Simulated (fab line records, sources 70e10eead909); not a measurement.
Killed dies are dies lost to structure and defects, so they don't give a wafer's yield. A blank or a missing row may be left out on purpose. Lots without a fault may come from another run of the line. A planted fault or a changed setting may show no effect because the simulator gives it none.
Chamber matching | flow nand_harc | NHARC_A_STAIRCASE_DEP_301 on pecvd-02: 3 sister chambers
The step deposits SiON, target thk 30 nm. 3 wafers are shown with their chamber, then 8 later ones without.

WAFERS WITH THEIR CHAMBER
wafer  | chamber | heater_power_w (W)
L081.2 | 2       | 815
L084.1 | 0       | 814
L085.1 | 1       | 771

WAFERS WITHOUT THEIR CHAMBER
wafer  | heater_power_w (W)
L085.2 | 691
L085.5 | 720
L087.2 | 683
L087.3 | 774
L087.5 | 813
L090.2 | 900
L090.3 | 789
L090.4 | 763

WHICH CHAMBER EACH WENT THROUGH
wafer  | from the rows above          | in truth
L085.2 | can't be placed: 1 or 0 or 2 | 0
L085.5 | can't be placed: 1 or 0 or 2 | 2
L087.2 | can't be placed: 1 or 0 or 2 | 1
L087.3 | can't be placed: 1 or 0 or 2 | 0
L087.5 | can't be placed: 0 or 2 or 1 | 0
L090.2 | can't be placed: 2 or 0 or 1 | 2
L090.3 | can't be placed: 1 or 0 or 2 | 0
L090.4 | can't be placed: 1 or 0 or 2 | 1
Placed correctly: 0 of 8. Can't be placed from these rows: 8 (the true chamber is among the candidates in 8). Placed wrongly: 0.
How it was worked out, from the rows above alone: a wafer's distance from a chamber is the root of the sum, over the readings, of the square of ((its reading less the chamber's mean) divided by the reading's scatter). The wafer belongs to the nearest chamber; if the next one is less than 2 further off, it can't be placed. A chamber's mean is the mean of its shown wafers. The scatter: with one shown wafer a chamber, the root of the mean of the squares of how far each hidden wafer lies from its nearest shown one.
